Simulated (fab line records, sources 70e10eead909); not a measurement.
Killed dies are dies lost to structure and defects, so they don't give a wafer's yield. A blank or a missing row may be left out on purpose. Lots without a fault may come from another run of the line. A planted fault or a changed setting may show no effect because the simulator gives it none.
A struck lot beside a sound one | flow nand_harc | 14 steps out of a route of 1159
Sound: wafers L323.1, L323.5, L323.6. Struck: wafer L334.4. (L334.1 of the same lot was not struck and is left out.) The cause comes at the end.
At each step with rows: each side's tool, then ch and its chambers, then its first start. Under that, the readings that differ: sound wafers | struck wafers | difference of the means | sigmas: that difference in standard deviations of wafers without a fault.
alike: readings whose means differ by less than 2 such deviations, and words and numbers that are the same on both sides. not compared: withheld readings, readings that some wafer has no value for, bounds like >300 that may hide the same value, and numbers for which the record gives no deviation and whose values overlap.
The two part at a step that has a row with sigmas, a row that says differs or no value, or rows on one side only. Numbers that don't overlap but have no deviation are shown without sigmas and don't part them. A reading that every wafer of one side lacks parts them only if that side has two wafers or more.

NHARC_A_SOURCE_PLATE_THK_MEAS_06: measures by ellipsometry.
  sound on film_metro-02, day 9 08:41; struck on film_metro-01, day 12 02:02
  alike: thk_nm
NHARC_A_SOURCE_PLATE_INSPECT_08:
  sound on defect_inspect-02, day 9 08:45; struck on defect_inspect-01, day 12 02:07
  alike: raw_defect_count
then, 1 step without rows for these wafers: NHARC_A_ONON_D1_DEP_00 (target thk 1000 nm).
NHARC_A_ONON_D1_THK_MEAS_02: measures by ellipsometry.
  sound on film_metro-01, day 9 09:20; struck on film_metro-01, day 12 02:41
  reading     | sound          | struck | difference | sigmas
  thk_nm (nm) | 1003 1002 1004 | 983    | -20        | -2
then, 1 step without rows for these wafers: NHARC_A_ONON_D1_DEP_03 (target thk 1000 nm).
NHARC_A_ONON_D1_THK_MEAS_05: measures by ellipsometry.
  sound on film_metro-02, day 9 09:54; struck on film_metro-02, day 12 03:14
  alike: thk_nm
then, 1 step without rows for these wafers: NHARC_A_ONON_D1_DEP_06 (target thk 1000 nm).
NHARC_A_ONON_D1_THK_MEAS_08: measures by ellipsometry.
  sound on film_metro-01, day 9 10:28; struck on film_metro-01, day 12 03:49
  alike: thk_nm
then, 1 step without rows for these wafers: NHARC_A_ONON_D1_DEP_09 (target thk 1000 nm).
NHARC_A_ONON_D1_THK_MEAS_11: measures by ellipsometry.
  sound on film_metro-01, day 9 11:02; struck on film_metro-02, day 12 04:23
  reading     | sound       | struck | difference | sigmas
  thk_nm (nm) | 977 977 979 | 1001   | +23        | +3
NHARC_A_ONON_D1_DEP_12: target thk 1000 nm.
  sound on pecvd_onon-04 ch 0, day 9 11:06; struck on pecvd_onon-03 ch 0, day 12 04:26
  alike: susceptor_temp_C
NHARC_A_ONON_D1_THK_MEAS_14: measures by ellipsometry.
  sound on film_metro-01, day 9 11:37; struck on film_metro-01, day 12 04:57
  reading     | sound          | struck | difference | sigmas
  thk_nm (nm) | 1001 1000 1001 | 1671   | +670       | +56
then, 1 step without rows for these wafers: NHARC_A_ONON_D1_ANNEAL_15 (time 3600 s).
-- the record jumps here: 13 days lie between the struck wafers' starts before and after (it left off in module A_ONON_D1 and takes up again in module END, whose first step shown is number 1159 of the route) --
NHARC_END_SORT_01:
  the record has rows for the struck wafers here (prober-02 ch 0, day 24 17:37) and none for the sound ones

WHERE THEY PART
First at NHARC_A_ONON_D1_THK_MEAS_02; last, within this record, at NHARC_END_SORT_01.

WHY: what the simulator had put in
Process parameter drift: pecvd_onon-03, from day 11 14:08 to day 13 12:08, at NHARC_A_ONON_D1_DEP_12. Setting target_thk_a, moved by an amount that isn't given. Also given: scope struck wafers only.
